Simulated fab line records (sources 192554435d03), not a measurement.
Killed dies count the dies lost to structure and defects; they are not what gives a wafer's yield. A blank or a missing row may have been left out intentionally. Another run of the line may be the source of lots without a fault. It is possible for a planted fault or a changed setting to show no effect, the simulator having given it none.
Which of the tools did it? | flow n5Finfet | 11 lots, 33 wafers sampled, at 1 step of a route of 1938

== WHAT THE GAUGES READ, wafer by wafer ==
N5_BEOL_M12_CD_MEAS_10 targets a cd of 140 nm.
lot  | measured     | on       | cdNm (nm)
L453 | day 10 11:13 | cdSem-01 | 140.8 139.7 139.0
L452 | day 10 16:28 | cdSem-03 | 141.0 138.9 136.8
L456 | day 11 19:14 | cdSem-01 | 140.9 140.2 140.9
L459 | day 12 00:48 | cdSem-01 | 138.7 139.2 141.6
L461 | day 12 21:45 | cdSem-03 | 141.9 138.9 138.9
L460 | day 12 21:55 | cdSem-03 | 136.0 137.7 137.7
L465 | day 13 19:55 | cdSem-03 | 144.9 140.2 140.9
L469 | day 14 18:32 | cdSem-03 | 140.3 139.7 139.6
L470 | day 15 01:30 | cdSem-03 | 138.3 140.2 140.1
L471 | day 15 07:13 | cdSem-03 | 138.8 141.1 141.5
L474 | day 16 09:29 | cdSem-01 | 138.2 140.0 137.7

== EACH LOT AND THE TOOL THAT RAN IT (in order: tool; ch and the chambers of the sampled wafers; start) ==
The record shows no process step preceding these readings.

== THE ANSWER, worked out from the rows above alone ==
Rule: the lots themselves supply what counts as usual. The widest of any qualifying gaps counts: lots, ordered by their means at a reading, are off when they make up no more than a third of the lots, leave a main group of 4 or more, and stand apart from it by 3 or more times the standard deviation of that group's means. If all means in a main group match to the digits the tables above print for the reading, that group is not used. Also off: a lot with no number at a reading for which 4 or more lots have one. All remaining lots with rows at the step are treated as sound.
Across all readings shown, no lot is off: no conclusion can be drawn from this.

== WHAT THE SIMULATOR HAD INSERTED ==
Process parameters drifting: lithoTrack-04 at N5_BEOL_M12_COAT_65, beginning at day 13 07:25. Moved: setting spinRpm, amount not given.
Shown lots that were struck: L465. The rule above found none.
